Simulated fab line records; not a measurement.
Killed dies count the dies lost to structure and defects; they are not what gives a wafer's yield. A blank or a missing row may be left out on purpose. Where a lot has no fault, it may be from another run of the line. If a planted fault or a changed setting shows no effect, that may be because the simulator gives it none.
Which tool did it? / flow n5 finfet / 39 wafers from 13 lots sampled at 4 of the route's 1938 steps

## WHAT THE GAUGES READ, wafer by wafer
Not one reading of a measure or inspect step in the record can be checked against a usual standard deviation.

## WHAT TOOL EACH LOT RAN ON (gives the tool, then ch and the chambers of the sampled wafers, and finally the start)
lot=L547; N5_BEOL_M10_CURE_72=uv cure-01 ch 1, day 11 22:51; N5_BEOL_M10_DEGAS_44=pvd sputter-03, day 12 00:13; N5_BEOL_M10_PRE_CLEAN_45=pvd sputter-03, day 12 00:16; N5_BEOL_M11_COAT_63=litho track-03 ch 0, day 12 06:45
lot=L549; N5_BEOL_M10_CURE_72=uv cure-01 ch 1, day 12 12:29; N5_BEOL_M10_DEGAS_44=pvd sputter-02, day 12 13:02; N5_BEOL_M10_PRE_CLEAN_45=pvd sputter-02, day 12 13:04; N5_BEOL_M11_COAT_63=litho track-04 ch 0, day 12 18:19
lot=L552; N5_BEOL_M10_CURE_72=uv cure-03 ch 2, day 13 14:02; N5_BEOL_M10_DEGAS_44=pvd sputter-01, day 13 15:46; N5_BEOL_M10_PRE_CLEAN_45=pvd sputter-01, day 13 15:48; N5_BEOL_M11_COAT_63=litho track-04 ch 0, day 13 20:28
lot=L553; N5_BEOL_M10_CURE_72=uv cure-02 ch 2, day 14 03:34; N5_BEOL_M10_DEGAS_44=pvd sputter-01, day 14 04:15; N5_BEOL_M10_PRE_CLEAN_45=pvd sputter-01, day 14 04:17; N5_BEOL_M11_COAT_63=litho track-02 ch 0, day 14 08:45
lot=L554; N5_BEOL_M10_CURE_72=uv cure-03 ch 1, day 14 09:54; N5_BEOL_M10_DEGAS_44=pvd sputter-01, day 14 10:33; N5_BEOL_M10_PRE_CLEAN_45=pvd sputter-01, day 14 10:35; N5_BEOL_M11_COAT_63=litho track-02 ch 0, day 14 17:43
lot=L556; N5_BEOL_M10_CURE_72=uv cure-01 ch 2, day 14 22:41; N5_BEOL_M10_DEGAS_44=pvd sputter-01, day 14 22:58; N5_BEOL_M10_PRE_CLEAN_45=pvd sputter-01, day 14 23:00; N5_BEOL_M11_COAT_63=litho track-02 ch 0, day 15 05:54
lot=L558; N5_BEOL_M10_CURE_72=uv cure-01 ch 0, day 15 02:14; N5_BEOL_M10_DEGAS_44=pvd sputter-03, day 15 03:20; N5_BEOL_M10_PRE_CLEAN_45=pvd sputter-03, day 15 03:22; N5_BEOL_M11_COAT_63=litho track-02 ch 0, day 15 11:15
lot=L561; N5_BEOL_M10_CURE_72=uv cure-03 ch 0, day 16 12:15; N5_BEOL_M10_DEGAS_44=pvd sputter-03, day 16 14:19; N5_BEOL_M10_PRE_CLEAN_45=pvd sputter-03, day 16 14:21; N5_BEOL_M11_COAT_63=litho track-02 ch 0, day 16 21:47
lot=L565; N5_BEOL_M10_CURE_72=uv cure-02 ch 2, day 17 01:32; N5_BEOL_M10_DEGAS_44=pvd sputter-03, day 17 02:12; N5_BEOL_M10_PRE_CLEAN_45=pvd sputter-03, day 17 02:14; N5_BEOL_M11_COAT_63=litho track-03 ch 0, day 17 11:22
lot=L564; N5_BEOL_M10_CURE_72=uv cure-03 ch 2, day 17 06:47; N5_BEOL_M10_DEGAS_44=pvd sputter-03, day 17 07:12; N5_BEOL_M10_PRE_CLEAN_45=pvd sputter-03, day 17 07:14; N5_BEOL_M11_COAT_63=litho track-04 ch 0, day 17 12:30
lot=L566; N5_BEOL_M10_CURE_72=uv cure-02 ch 0, day 17 13:12; N5_BEOL_M10_DEGAS_44=pvd sputter-01, day 17 13:49; N5_BEOL_M10_PRE_CLEAN_45=pvd sputter-01, day 17 13:51; N5_BEOL_M11_COAT_63=litho track-04 ch 0, day 17 19:14
lot=L567; N5_BEOL_M10_CURE_72=uv cure-03 ch 1, day 17 19:11; N5_BEOL_M10_DEGAS_44=pvd sputter-03, day 17 20:17; N5_BEOL_M10_PRE_CLEAN_45=pvd sputter-03, day 17 20:20; N5_BEOL_M11_COAT_63=litho track-04 ch 0, day 18 02:47
lot=L570; N5_BEOL_M10_CURE_72=uv cure-03 ch 0, day 18 03:29; N5_BEOL_M10_DEGAS_44=pvd sputter-01, day 18 04:02; N5_BEOL_M10_PRE_CLEAN_45=pvd sputter-01, day 18 04:04; N5_BEOL_M11_COAT_63=litho track-04 ch 0, day 18 13:00
- N5_BEOL_M10_CURE_72: cures SiCOH lowk, time 120 s.
- N5_BEOL_M10_DEGAS_44: time 60 s.
- N5_BEOL_M10_PRE_CLEAN_45: time 30 s.
- N5_BEOL_M11_COAT_63: time 60 s, resist thk 100 nm.

## AS READ BY THE TOOLS THEMSELVES (means over the sampled wafers that have a number; for cases with no such wafer, the mark the record gives instead)
N5_BEOL_M10_CURE_72.
lot=L547; tool=uv cure-01; lamp power pct (%)=52.32; wafer_temp_C_max=371.5
lot=L549; tool=uv cure-01; lamp power pct (%)=52.33; wafer_temp_C_max=371.8
lot=L552; tool=uv cure-03; lamp power pct (%)=52.30; wafer_temp_C_max=371.4
lot=L553; tool=uv cure-02; lamp power pct (%)=52.31; wafer_temp_C_max=371.6
lot=L554; tool=uv cure-03; lamp power pct (%)=52.31; wafer_temp_C_max=372.9
lot=L556; tool=uv cure-01; lamp power pct (%)=52.33; wafer_temp_C_max=371.7
lot=L558; tool=uv cure-01; lamp power pct (%)=52.30; wafer_temp_C_max=371.9
lot=L561; tool=uv cure-03; lamp power pct (%)=52.33; wafer_temp_C_max=372.5
lot=L565; tool=uv cure-02; lamp power pct (%)=52.34; wafer_temp_C_max=370.9
lot=L564; tool=uv cure-03; lamp power pct (%)=52.27; wafer_temp_C_max=371.6
lot=L566; tool=uv cure-02; lamp power pct (%)=52.26; wafer_temp_C_max=372.0
lot=L567; tool=uv cure-03; lamp power pct (%)=52.35; wafer_temp_C_max=373.2
lot=L570; tool=uv cure-03; lamp power pct (%)=52.29; wafer_temp_C_max=372.0

N5_BEOL_M10_DEGAS_44.
lot=L547; tool=pvd sputter-03; heater power w (W)=322
lot=L549; tool=pvd sputter-02; heater power w (W)=295
lot=L552; tool=pvd sputter-01; heater power w (W)=329
lot=L553; tool=pvd sputter-01; heater power w (W)=333
lot=L554; tool=pvd sputter-01; heater power w (W)=334
lot=L556; tool=pvd sputter-01; heater power w (W)=344
lot=L558; tool=pvd sputter-03; heater power w (W)=275
lot=L561; tool=pvd sputter-03; heater power w (W)=295
lot=L565; tool=pvd sputter-03; heater power w (W)=305
lot=L564; tool=pvd sputter-03; heater power w (W)=306
lot=L566; tool=pvd sputter-01; heater power w (W)=354
lot=L567; tool=pvd sputter-03; heater power w (W)=295
lot=L570; tool=pvd sputter-01; heater power w (W)=321

N5_BEOL_M10_PRE_CLEAN_45.
lot=L547; tool=pvd sputter-03; heater power w (W)=325
lot=L549; tool=pvd sputter-02; heater power w (W)=296
lot=L552; tool=pvd sputter-01; heater power w (W)=333
lot=L553; tool=pvd sputter-01; heater power w (W)=336
lot=L554; tool=pvd sputter-01; heater power w (W)=334
lot=L556; tool=pvd sputter-01; heater power w (W)=344
lot=L558; tool=pvd sputter-03; heater power w (W)=276
lot=L561; tool=pvd sputter-03; heater power w (W)=297
lot=L565; tool=pvd sputter-03; heater power w (W)=304
lot=L564; tool=pvd sputter-03; heater power w (W)=305
lot=L566; tool=pvd sputter-01; heater power w (W)=351
lot=L567; tool=pvd sputter-03; heater power w (W)=295
lot=L570; tool=pvd sputter-01; heater power w (W)=317

N5_BEOL_M11_COAT_63.
lot=L547; tool=litho track-03; heater power total W (W)=502.0; plate temp C (C)=250.10
lot=L549; tool=litho track-04; heater power total W (W)=501.3; plate temp C (C)=249.93
lot=L552; tool=litho track-04; heater power total W (W)=500.0; plate temp C (C)=249.67
lot=L553; tool=litho track-02; heater power total W (W)=501.0; plate temp C (C)=249.93
lot=L554; tool=litho track-02; heater power total W (W)=500.5; plate temp C (C)=249.95
lot=L556; tool=litho track-02; heater power total W (W)=499.6; plate temp C (C)=249.91
lot=L558; tool=litho track-02; heater power total W (W)=517.4; plate temp C (C)=256.45
lot=L561; tool=litho track-02; heater power total W (W)=516.4; plate temp C (C)=256.65
lot=L565; tool=litho track-03; heater power total W (W)=501.0; plate temp C (C)=250.16
lot=L564; tool=litho track-04; heater power total W (W)=501.3; plate temp C (C)=250.31
lot=L566; tool=litho track-04; heater power total W (W)=500.0; plate temp C (C)=249.88
lot=L567; tool=litho track-04; heater power total W (W)=501.3; plate temp C (C)=250.08
lot=L570; tool=litho track-04; heater power total W (W)=500.9; plate temp C (C)=250.04

## THE ANSWER, worked out from the rows above alone
Rule: what is usual is taken from the lots themselves. The widest of any qualifying gaps counts: lots, ordered by their means at a reading, are off when they make up no more than a third of the lots, leave a main group of 4 or more, and stand apart from it by 3 or more times the standard deviation of that group's means. A main group whose means are all the same, to the digits that the tables above print for the reading, isn't used. Also off: a lot with no number at a reading for which 4 or more lots have one. The other lots that the step has rows for count as sound. First the gauges in route order, then the tools' own readings, where a lot's mean is used as printed above. At the first step where some lot is off, the reading lying furthest off is the one used; lots without a number count as furthest.
Off, at N5_BEOL_M11_COAT_63 on plate temp C: L558, L561. The main group has a mean of 250.00 C with a standard deviation of 0.16.
A tool fits if, at that step or a process step before it, it ran every lot that is off, and no sound lot after the first of them. One candidate fits, namely litho track-02 at N5_BEOL_M11_COAT_63. A fault onset in the window from L556 (day 15 05:54, its last sound lot) to L558 (day 15 11:15, its first lot off) fits.
The tool's own readings at N5_BEOL_M11_COAT_63 bear it out: on the lots that are off they differ by more than 5 times the standard deviation of the sound lots' means. heater power total W reads 516.9 W there against 500.8 W on the sound lots; plate temp C reads 256.55 C there against 250.00 C on the sound lots.

## WHAT WAS PUT IN BY THE SIMULATOR
Drift in process parameters on litho track-02 at N5_BEOL_M11_COAT_63, starting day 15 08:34. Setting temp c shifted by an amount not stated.
Shown lots that were struck: L558, L561. The rule above found the same.
